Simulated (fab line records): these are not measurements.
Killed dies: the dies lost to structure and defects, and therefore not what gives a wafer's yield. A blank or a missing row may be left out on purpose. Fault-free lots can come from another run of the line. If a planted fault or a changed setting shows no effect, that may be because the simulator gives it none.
Tool commonality check | flow n5Finfet | Lots sampled 10, wafers sampled 30

== REASON FOR OPENING ==
On 2 of the 10 lots, a flag is raised at N5_SD_EPI_N_EPI_MEAS_23 on the reading thkNm. Wafers without a fault read 59.1 nm, standard deviation 1.1.
Rule: flag the lot when none of its wafers has a number, or when each of its wafers that has one lies beyond 4 standard deviations from that mean. As for the other lots, they are considered sound.

lot  | measured    | on           | thkNm (nm), wafer by wafer | flag
L781 | day 3 05:48 | filmMetro-02 | 58.6 56.7 59.4             | 
L783 | day 3 18:38 | filmMetro-01 | 60.4 61.2 58.8             | 
L785 | day 4 03:50 | filmMetro-02 | 58.1 57.3 61.3             | 
L788 | day 4 22:20 | filmMetro-01 | 58.9 59.9 58.2             | 
L789 | day 5 06:13 | filmMetro-02 | 58.2 60.8 60.3             | 
L797 | day 7 05:15 | filmMetro-01 | 45.7 45.8 45.4             | FLAGGED
L799 | day 7 17:05 | filmMetro-02 | 42.9 44.2 45.2             | FLAGGED
L801 | day 8 04:35 | filmMetro-02 | 60.1 58.2 60.4             | 
L802 | day 8 11:05 | filmMetro-01 | 58.2 59.1 61.9             | 
L804 | day 9 02:40 | filmMetro-01 | 58.9 59.1 56.6             | 
The numbers of the flagged lots are 44.9 nm on average: -14.2 nm against the usual, or -13 standard deviations.

== WHICH TOOL RAN EACH LOT ==
Before the reading, the record contains 4 process steps out of a 1938-step route. Every cell lists first the tool, next ch and the chambers used by the sampled wafers, and last the start.
lot  | flag    | N5_SD_EPI_N_ETCH_34              | N5_SD_EPI_N_ETCH_16              | N5_SD_EPI_N_STRIP_38               | N5_SD_EPI_N_EPI_21
L781 |         | rieDiel-03 ch 0,2,3, day 3 02:26 | rieDiel-03 ch 0,2,3, day 3 03:01 | plasmaAsher-01 ch 0,1, day 3 03:11 | epiRpcvd-02 ch 0, day 3 04:05
L783 |         | rieDiel-03 ch 1,2,3, day 3 14:32 | rieDiel-03 ch 1,2,3, day 3 15:07 | plasmaAsher-01 ch 0, day 3 15:17   | epiRpcvd-04 ch 0, day 3 16:44
L785 |         | rieDiel-04 ch 0,1,2, day 3 23:44 | rieDiel-04 ch 0,1,2, day 4 00:19 | plasmaAsher-01 ch 0, day 4 00:29   | epiRpcvd-04 ch 0, day 4 01:34
L788 |         | rieDiel-01 ch 0,1, day 4 18:59   | rieDiel-01 ch 0,1, day 4 19:34   | plasmaAsher-02 ch 0,1, day 4 19:44 | epiRpcvd-04 ch 0, day 4 20:37
L789 |         | rieDiel-04 ch 0,2,3, day 5 02:52 | rieDiel-04 ch 0,2,3, day 5 03:26 | plasmaAsher-01 ch 0,1, day 5 03:37 | epiRpcvd-02 ch 0, day 5 04:31
L797 | FLAGGED | rieDiel-04 ch 0,1,2, day 7 01:54 | rieDiel-04 ch 0,1,2, day 7 02:29 | plasmaAsher-01 ch 0,1, day 7 02:39 | epiRpcvd-02 ch 0, day 7 03:32
L799 | FLAGGED | rieDiel-01 ch 1,2,3, day 7 12:01 | rieDiel-01 ch 1,2,3, day 7 12:35 | plasmaAsher-01 ch 1, day 7 12:46   | epiRpcvd-02 ch 0, day 7 14:34
L801 |         | rieDiel-03 ch 1,3, day 8 00:36   | rieDiel-03 ch 1,3, day 8 01:11   | plasmaAsher-02 ch 1, day 8 01:21   | epiRpcvd-04 ch 0, day 8 02:40
L802 |         | rieDiel-03 ch 1,2, day 8 07:24   | rieDiel-03 ch 1,2, day 8 08:16   | plasmaAsher-02 ch 0,1, day 8 08:28 | epiRpcvd-04 ch 0, day 8 09:22
L804 |         | rieDiel-03 ch 0,1,2, day 8 22:34 | rieDiel-03 ch 0,1,2, day 8 23:08 | plasmaAsher-02 ch 0,1, day 8 23:18 | epiRpcvd-03 ch 0, day 9 00:22
What is done by these steps:
- N5_SD_EPI_N_ETCH_34: etches SiARC in CF4, target depth 45.5 nm, time 75.8 s.
- N5_SD_EPI_N_ETCH_16: etches SiO2 in CHF3/O2, target depth 5 nm.
- N5_SD_EPI_N_STRIP_38: strips in N2/H2.
- N5_SD_EPI_N_EPI_21: deposits Si:P, time 690 s.
- N5_SD_EPI_N_EPI_MEAS_23

== FLAGGED OVER TOTAL, TOOL BY TOOL (the gauges that took the reading come last) ==
step                    | tool           | lots run | flagged | share of the flagged lots | sound lots run after its first flagged lot
N5_SD_EPI_N_ETCH_34     | rieDiel-01     | 2        | 1       | some                      | 0
N5_SD_EPI_N_ETCH_34     | rieDiel-03     | 5        | 0       | none                      | -
N5_SD_EPI_N_ETCH_34     | rieDiel-04     | 3        | 1       | some                      | 0
N5_SD_EPI_N_ETCH_16     | rieDiel-01     | 2        | 1       | some                      | 0
N5_SD_EPI_N_ETCH_16     | rieDiel-03     | 5        | 0       | none                      | -
N5_SD_EPI_N_ETCH_16     | rieDiel-04     | 3        | 1       | some                      | 0
N5_SD_EPI_N_STRIP_38    | plasmaAsher-01 | 6        | 2       | all                       | 0
N5_SD_EPI_N_STRIP_38    | plasmaAsher-02 | 4        | 0       | none                      | -
N5_SD_EPI_N_EPI_21      | epiRpcvd-02    | 4        | 2       | all                       | 0
N5_SD_EPI_N_EPI_21      | epiRpcvd-03    | 1        | 0       | none                      | -
N5_SD_EPI_N_EPI_21      | epiRpcvd-04    | 5        | 0       | none                      | -
N5_SD_EPI_N_EPI_MEAS_23 | filmMetro-01   | 5        | 1       | some                      | 2 (L802,L804)
N5_SD_EPI_N_EPI_MEAS_23 | filmMetro-02   | 5        | 1       | some                      | 1 (L801)

== WHAT THE TABLE ALLOWS ==
plasmaAsher-01 at N5_SD_EPI_N_STRIP_38 and epiRpcvd-02 at N5_SD_EPI_N_EPI_21 are the 2 rows of the table that ran each flagged lot.
- plasmaAsher-01 at N5_SD_EPI_N_STRIP_38: 2 of its 6 lots flagged. Its last sound lot is L789 (day 5 03:37), its first flagged lot L797 (day 7 02:39): a fault that began between those two fits.
- epiRpcvd-02 at N5_SD_EPI_N_EPI_21: 2 of its 4 lots flagged. Its last sound lot is L789 (day 5 04:31), its first flagged lot L797 (day 7 03:32): a fault that began between those two fits. Its own readings (chamberPressureTorr) fall more than 4 standard deviations out on all wafers of the flagged lots.
Because each of these 2 tools fits a fault that began at some hour, counting lots does not separate them. More lots, or a look at what each step does to the wafer, might.

== WHAT THE SIMULATOR HAD INSERTED ==
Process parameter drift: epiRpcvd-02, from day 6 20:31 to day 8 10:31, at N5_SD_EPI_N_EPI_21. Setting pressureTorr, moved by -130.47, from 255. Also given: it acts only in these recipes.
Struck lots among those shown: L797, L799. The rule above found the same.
